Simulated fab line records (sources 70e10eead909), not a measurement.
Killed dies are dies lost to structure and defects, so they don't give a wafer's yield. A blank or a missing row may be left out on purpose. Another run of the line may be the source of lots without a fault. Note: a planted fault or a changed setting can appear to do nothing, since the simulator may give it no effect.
fab line records	flow nand_harc
[record] lots = 5	wafers = 15	last_day = 32
route steps=1302 shown A_CONTACT@992
lots untouched by any fault: they come from a run of this same line in which no faults occurred
start_h: hours from the record's first day to the start of the lot's first wafer shown	wait_h: how many hours have passed since the lot's step before this one	" identical to the entry in the row above	L1.1+2: several wafers, shown together as one row	- either no value or no given start	* or withheld: withheld	< > ~ a bound
route shown NAME@n: NAME is a module with steps in the file, n the number in the route of the first one	usual: the fault-free wafers' mean and standard deviation	same: alike in all rows	chamber/n: place in a boat	sites: each site's reading	_std_site: how widely they spread, as a standard deviation	_edge_site: the outer-site mean with the inner-site mean subtracted	radius_mm: how far each site lies from the wafer's centre	mask NAME#n: copy n	behind: the last tool/chamber to shape the wafer	hold: why the lot went on hold/how many hours it stayed there/how the hold came to an end	device: transistor that didn't switch, given as n, p or np	end of line: at the end of the route, the tests of the same wafers	a step with no rows: only its recipe	killed: not the wafer's yield, but the dies lost to structure and defects at the first sort	map: per-die view of a wafer (x killed, . not killed, _ where there is no die)
set.NAME: the setting that was run; set.NAME@STEP: the one run at that earlier step	model.NAME: the simulator's own value behind a step, which no gauge read
lots seen at some steps along the route; tables by step, rows by wafer
services: a tool's chamber out of use, with start hour (start_h, from the record's first day; less than 0 if before it), hours out, and reason
[[steps]]
[step NHARC_A_CONTACT_SOFTBAKE_37]
[recipe] temp_c = 105	time_s = 55
[step NHARC_A_CONTACT_EBR_38]
[step NHARC_A_CONTACT_EXPOSE_39]
[recipe] na = 1.35	sigma_outer = 0.8	dose_mj = 58.79	mask_id = A_CC_3
[step NHARC_A_CONTACT_PEB_40]
[recipe] peb_temp_c = 100	peb_time_s = 65
[step NHARC_A_CONTACT_DEVELOP_41]
[recipe] develop_time_s = 35	dev_temp_c = 23
[step NHARC_A_CONTACT_CD_MEAS_42]
[recipe] target_cd_nm = 300	landing_energy_ev = 500
[usual] cd_nm = 300.2/0.45
lot.wafer	tool	chamber	start_h	wait_h	cd_nm
L659.2	cd_sem-01	0	493.67	-	299.8
L659.3	"	0	"	"	300.4
L659.4	"	0	"	"	300.2
L667.2	cd_sem-01	0	565.21	-	300.7
L667.4	"	0	"	"	300.7
L667.5	"	0	"	"	300.5
L668.2	cd_sem-03	0	600.77	-	299.9
L668.3	"	0	"	"	300.1
L668.6	"	0	"	"	300.0
L676.1	cd_sem-02	0	636.92	-	300.0
L676.4	"	0	"	"	299.7
L676.6	"	0	"	"	300.2
L679.1	cd_sem-01	0	699.69	-	300.7
L679.3	"	0	"	"	300.7
L679.5	"	0	"	"	301.1
[step NHARC_A_CONTACT_OVL_MEAS_43]
[usual] overlay_x_nm = 0.3/0.7	overlay_y_nm = 0.2/0.95
lot.wafer	tool	chamber	start_h	wait_h	overlay_x_nm	overlay_y_nm
L659.2	overlay-01	-	493.75	-	-0.6	0.2
L659.3	"	-	"	"	-0.9	-0.5
L659.4	"	-	"	"	-0.5	0.2
L667.2	overlay-02	-	565.30	-	1.0	-2.1
L667.4	"	-	"	"	1.0	-1.9
L667.5	"	-	"	"	0.8	-2.3
L668.2	overlay-01	-	600.85	-	1.4	0.9
L668.3	"	-	"	"	1.5	0.4
L668.6	"	-	"	"	1.0	0.2
L676.1	overlay-01	-	637.00	-	0.2	1.0
L676.4	"	-	"	"	-0.1	0.9
L676.6	"	-	"	"	-0.5	0.9
L679.1	overlay-01	-	699.77	-	-0.6	0.7
L679.3	"	-	"	"	-0.5	1.1
L679.5	"	-	"	"	-0.3	0.3
[step NHARC_A_CONTACT_INSPECT_44]
[usual] raw_defect_count = 87/42
lot.wafer	tool	chamber	start_h	wait_h	raw_defect_count
L659.2	defect_inspect-02	-	493.79	0.0	97
L659.3	"	-	"	"	82
L659.4	"	-	"	"	88
L667.2	defect_inspect-02	-	565.34	0.0	141
L667.4	"	-	"	"	126
L667.5	"	-	"	"	133
L668.2	defect_inspect-02	-	600.89	0.0	88
L668.3	"	-	"	"	91
L668.6	"	-	"	"	75
L676.1	defect_inspect-01	-	637.04	0.0	100
L676.4	"	-	"	"	100
L676.6	"	-	"	"	117
L679.1	defect_inspect-01	-	699.81	0.0	108
L679.3	"	-	"	"	100
L679.5	"	-	"	"	118
[step NHARC_A_CONTACT_DESCUM_47]
[recipe] time_s = 3	o2_flow_sccm = 200	ar_flow_sccm = 0	bias_power_w = 0	chemistry = O2
[usual] drypump_motor_current_A = 6.08/0.25	oes_product_au = 0.999/0.0071	rf_vpp_V = 57.9/0.87	showerhead_plenum_p_Torr = 1.91/0.071	throttle_valve_pct = 11.311/0.0092
lot.wafer	tool	chamber	start_h	wait_h	drypump_motor_current_A	oes_product_au	rf_hours_counter_h	rf_vpp_V	showerhead_plenum_p_Torr	throttle_valve_pct
L659.2	rie_diel-12	0	493.85	0.1	6.19	1.003	12	57.6	1.84	11.314
L659.3	"	1	"	"	6.18	0.999	14	59.0	2.07	11.301
L659.4	"	3	"	"	5.89	0.998	12	58.0	2.05	11.307
L667.2	rie_diel-10	1	565.40	0.1	5.64	1.001	21	57.1	1.87	11.310
L667.4	"	3	"	"	5.80	0.994	20	57.9	1.86	11.311
L667.5	"	1	"	"	5.68	1.005	-	56.6	1.87	11.314
L668.3	rie_diel-13	2	600.95	0.1	6.00	1.007	24	57.8	1.90	11.314
L668.2	"	3	"	"	6.60	1.001	26	58.3	1.81	11.327
L668.6	"	3	"	"	6.60	0.994	-	55.7	1.81	11.316
L676.1	rie_diel-12	3	637.10	0.1	5.87	0.992	0	58.8	2.03	11.308
L676.4	"	0	"	"	6.20	0.994	0	56.7	1.83	11.307
L676.6	"	3	"	"	5.88	0.998	-	58.4	2.03	11.299
L679.3	rie_diel-10	1	699.88	0.1	5.66	0.988	14	59.2	1.87	11.316
L679.1	"	2	"	"	6.27	1.002	19	56.9	1.88	11.306
L679.5	"	0	"	"	6.14	1.001	-	58.5	1.95	11.318
[step NHARC_A_CONTACT_ETCH_48]
[recipe] target_depth_a = 390	over_etch_frac = 0.3	time_s = 65	ion_energy_ev = 80	cf4_flow_sccm = 150	ar_flow_sccm = 0	rf_w = 300	bias_w = 100	chemistry = CF4
[usual] drypump_motor_current_A = 6.07/0.25	oes_product_au = 1.001/0.0083	rf_vpp_V = 151.2/1	showerhead_plenum_p_Torr = 1.77/0.06	throttle_valve_pct = 13.283/0.0097
lot.wafer	tool	chamber	start_h	wait_h	drypump_motor_current_A	oes_product_au	rf_hours_counter_h	rf_vpp_V	showerhead_plenum_p_Torr	throttle_valve_pct
L659.4	rie_diel-12	2	494.06	0.2	6.30	1.006	14	152.9	1.74	13.280
L659.2	"	0	"	"	6.19	1.005	12	150.0	1.71	13.286
L659.3	"	1	"	"	6.20	0.990	14	152.9	1.90	13.284
L667.2	rie_diel-10	0	565.49	0.1	6.13	1.003	19	152.2	1.81	13.281
L667.4	"	2	"	"	6.23	1.016	22	151.4	1.75	13.272
L667.5	"	3	"	"	5.82	1.012	-	149.6	1.72	13.288
L668.3	rie_diel-13	2	601.87	0.9	5.97	0.996	25	150.2	1.76	13.284
L668.2	"	1	"	"	6.39	1.004	23	152.3	1.90	13.284
L668.6	"	2	"	"	5.95	1.004	-	149.5	1.76	13.286
L676.4	rie_diel-12	2	637.19	0.1	6.31	0.999	0	151.5	1.73	13.268
L676.1	"	0	"	"	6.20	0.992	0	150.4	1.70	13.280
L676.6	"	2	"	"	6.29	0.995	-	152.0	1.73	13.268
L679.1	rie_diel-10	2	699.97	0.1	6.24	1.004	19	151.2	1.74	13.268
L679.3	"	3	"	"	5.86	1.003	14	150.2	1.72	13.274
L679.5	"	1	"	"	5.67	1.012	-	151.6	1.73	13.282
[step NHARC_A_CONTACT_ETCH_49]
[recipe] target_depth_a = 2600	over_etch_frac = 0.3	time_s = 475.3	ion_energy_ev = 200	n2_flow_sccm = 150	h2_flow_sccm = 150	ar_flow_sccm = 0	rf_w = 400	bias_w = 150	chemistry = N2/H2
[usual] drypump_motor_current_A = 6.08/0.25	oes_product_au = 0.999/0.0084	rf_vpp_V = 430.5/2.3	showerhead_plenum_p_Torr = 2.04/0.077	throttle_valve_pct = 14.170/0.0078
lot.wafer	tool	chamber	start_h	wait_h	drypump_motor_current_A	oes_product_au	rf_hours_counter_h	rf_vpp_V	showerhead_plenum_p_Torr	throttle_valve_pct
L659.3	rie_diel-12	3	-	-	5.88	0.997	12	435.3	2.19	14.177
L659.2	"	0	"	"	6.18	1.001	12	427.2	1.96	14.160
L659.4	"	1	"	"	6.21	0.984	14	434.1	2.21	14.157
L667.2	rie_diel-10	1	-	-	5.65	1.007	21	429.9	2.00	14.167
L667.4	"	2	"	"	6.24	1.003	22	429.4	2.01	14.162
L667.5	"	3	"	"	5.81	1.001	-	428.8	1.98	14.172
L668.2	rie_diel-13	2	-	-	5.99	1.000	25	430.9	2.03	14.175
L668.3	"	0	"	"	5.99	0.990	29	429.3	2.03	14.166
L668.6	"	2	"	"	5.98	0.998	-	430.5	2.03	14.179
L676.4	rie_diel-12	0	-	-	6.21	0.993	0	427.9	1.95	14.182
L676.1	"	1	"	"	6.27	0.991	0	434.5	2.20	14.176
L676.6	"	0	"	"	6.19	0.988	-	426.1	1.95	14.158
L679.3	rie_diel-10	2	-	-	6.25	0.995	19	429.5	2.00	14.171
L679.1	"	0	"	"	6.15	0.992	19	431.6	2.08	14.174
L679.5	"	2	"	"	6.26	0.988	-	429.7	2.00	14.172
[step NHARC_A_CONTACT_ETCH_50]
[recipe] target_depth_a = 1210	time_s = 60.5	cf4_flow_sccm = 100	chf3_flow_sccm = 30	ar_flow_sccm = 0	rf_w = 500	bias_w = 200	chemistry = CF4/CHF3
[usual] drypump_motor_current_A = 6.07/0.25	oes_product_au = 0.953/0.022	rf_vpp_V = 370.4/2	showerhead_plenum_p_Torr = 1.57/0.054	throttle_valve_pct = 16.801/0.0078
lot.wafer	tool	chamber	start_h	wait_h	drypump_motor_current_A	oes_product_au	rf_hours_counter_h	rf_vpp_V	showerhead_plenum_p_Torr	throttle_valve_pct
L659.3	rie_diel-12	2	-	-	6.30	0.960	14	369.9	1.55	16.807
L659.4	"	0	"	"	6.19	0.946	12	368.9	1.52	16.806
L659.2	"	1	"	"	6.26	0.953	15	374.0	1.70	16.803
L667.4	rie_diel-10	0	-	-	6.16	0.976	20	372.9	1.61	16.801
L667.2	"	1	"	"	5.68	0.954	21	368.6	1.54	16.805
L667.5	"	0	"	"	6.16	0.982	-	372.6	1.61	16.808
L668.3	rie_diel-13	0	-	-	5.99	0.925	30	370.0	1.57	16.807
L668.2	"	1	"	"	6.41	0.927	25	375.1	1.69	16.789
L668.6	"	0	"	"	5.94	0.920	-	369.5	1.57	16.784
L676.1	rie_diel-12	0	-	-	6.21	0.952	1	369.2	1.51	16.804
L676.4	"	1	"	"	6.21	0.966	0	373.5	1.68	16.805
L676.6	"	0	"	"	6.22	0.949	-	367.4	1.51	16.794
L679.3	rie_diel-10	2	-	-	6.24	0.976	19	369.4	1.55	16.791
L679.1	"	3	"	"	5.79	0.969	14	369.5	1.53	16.803
L679.5	"	1	"	"	5.67	0.946	-	368.9	1.54	16.813
[step NHARC_A_CONTACT_ETCH_51]
[recipe] target_depth_a = 70000	over_etch_frac = 0.3	time_s = 1820	ion_energy_ev = 150	o2_flow_sccm = 400	cos_flow_sccm = 20	ar_flow_sccm = 0	rf_w = 500	bias_w = 300	chemistry = O2/COS
[usual] drypump_motor_current_A = 6.08/0.25	o2_flow_sccm = 400.0/1.2	oes_product_au = 0.999/0.0076	rf_vpp_V = 314.1/1.7	showerhead_plenum_p_Torr = 3.12/0.11	throttle_valve_pct = 28.330/0.0099
lot.wafer	tool	chamber	start_h	wait_h	drypump_motor_current_A	o2_flow_sccm	oes_product_au	rf_hours_counter_h	rf_vpp_V	showerhead_plenum_p_Torr	throttle_valve_pct
L659.3	rie_diel-12	0	494.72	-	6.21	400.7	0.995	12	311.9	3.01	28.326
L659.2	"	1	"	"	6.26	400.9	0.990	15	318.0	3.37	28.333
L659.4	"	2	"	"	6.34	400.2	0.995	15	312.9	3.07	28.329
L667.2	rie_diel-10	0	566.01	-	6.15	480.8	1.008	20	313.3	3.57	31.487
L667.4	"	2	"	"	6.26	398.8	1.005	23	315.1	3.08	28.334
L667.5	"	0	"	"	6.16	480.7	1.012	-	314.6	3.57	31.461
L668.2	rie_diel-13	0	603.02	-	5.97	398.9	0.998	30	315.8	3.11	28.338
L668.3	"	3	"	"	6.61	400.3	0.983	28	312.6	2.96	28.326
L668.6	"	0	"	"	5.99	400.4	0.991	-	313.8	3.11	28.331
L676.1	rie_diel-12	3	637.96	-	5.89	400.3	0.981	1	315.9	3.31	28.332
L676.4	"	1	"	"	6.29	398.7	0.983	1	318.4	3.34	28.323
L676.6	"	2	"	"	6.32	400.8	0.993	-	314.0	3.05	28.325
L679.1	rie_diel-10	3	700.61	-	5.80	402.1	1.013	15	311.3	3.03	28.329
L679.3	"	1	"	"	5.64	400.9	0.995	14	313.2	3.05	28.327
L679.5	"	3	"	"	5.83	401.1	0.988	-	311.9	3.03	28.320
[step NHARC_A_CONTACT_ETCH_111]
[recipe] source_w = withheld	pressure_mtorr = 20	bias_v = withheld	time_s = 140	target_depth_a = 7000	ar_flow_sccm = withheld	c4f8_flow_sccm = withheld	o2_flow_sccm = withheld	chemistry = C4F8/O2/Ar
lot.wafer	tool	chamber	start_h	wait_h	rf_hours_counter_h
L659.2	har_cap_etch-01	0	495.81	-	126
L659.3	"	0	"	"	-
L659.4	"	1	"	"	-
L667.2	har_cap_etch-03	0	567.22	-	55
L667.4	"	0	"	"	-
L667.5	"	1	"	"	-
L668.2	har_cap_etch-01	0	604.25	-	13
L668.3	"	1	"	"	-
L668.6	"	1	"	"	-
L676.1	har_cap_etch-01	1	639.07	-	21
L676.4	"	0	"	"	-
L676.6	"	0	"	"	-
L679.1	har_cap_etch-03	0	701.72	-	79
L679.3	"	0	"	"	-
L679.5	"	1	"	"	-
[[services]]
tool	chamber	start_h	hours	kind
rie_diel-10	0	477.72	-	clean
rie_diel-10	1	477.72	-	clean
rie_diel-10	2	477.72	-	clean
rie_diel-10	3	477.72	-	clean
rie_diel-12	0	480.05	-	clean
rie_diel-12	1	480.05	-	clean
rie_diel-12	2	480.05	-	clean
rie_diel-12	3	480.05	-	clean
rie_diel-12	-	488.80	1.9	repair
har_cap_etch-01	-	498.41	17.0	pm
rie_diel-10	0	502.22	-	clean
rie_diel-10	1	502.22	-	clean
rie_diel-10	2	502.22	-	clean
rie_diel-10	3	502.22	-	clean
rie_diel-12	0	504.91	-	clean
rie_diel-12	2	505.50	4.2	repair
rie_diel-13	-	519.08	9.0	pm
rie_diel-10	-	596.72	9.0	pm
rie_diel-12	-	623.18	9.0	pm
rie_diel-10	1	624.97	18.9	repair
rie_diel-10	3	634.00	16.1	repair
rie_diel-13	3	668.17	6.5	repair
rie_diel-12	0	685.69	1.4	repair
rie_diel-13	-	696.11	9.0	pm
[[key]]
[first_sign] step = NHARC_A_CONTACT_ETCH_51	reading = throttle_valve_pct	direction = up	sigmas = 99+	usual = 28.330	struck = 31.474
[effect] step = NHARC_A_CONTACT_ETCH_51	reading = o2_flow_sccm	direction = up	sigmas = 68	usual = *	struck = *
met_at NHARC_A_CONTACT_ETCH_51
struck_wafers L667.2,L667.5
tester_left_out L667
[fault] kind = process_parameter_drift	tool = rie_diel-10	chamber = 0	onset_h = 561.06	steps = NHARC_A_CONTACT_ETCH_51	channel = o2_flow_sccm	offset = *	shape = step	end_h = 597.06	acts_in = *	stated = *
// tester_left_out: of these lots the tester's yield and bins aren't shown, on N5 and GAA mostly nor the transistor test; their killed dies are dies lost to structure and defects alone, not to doping, threshold or leakage, so they don't give the yield
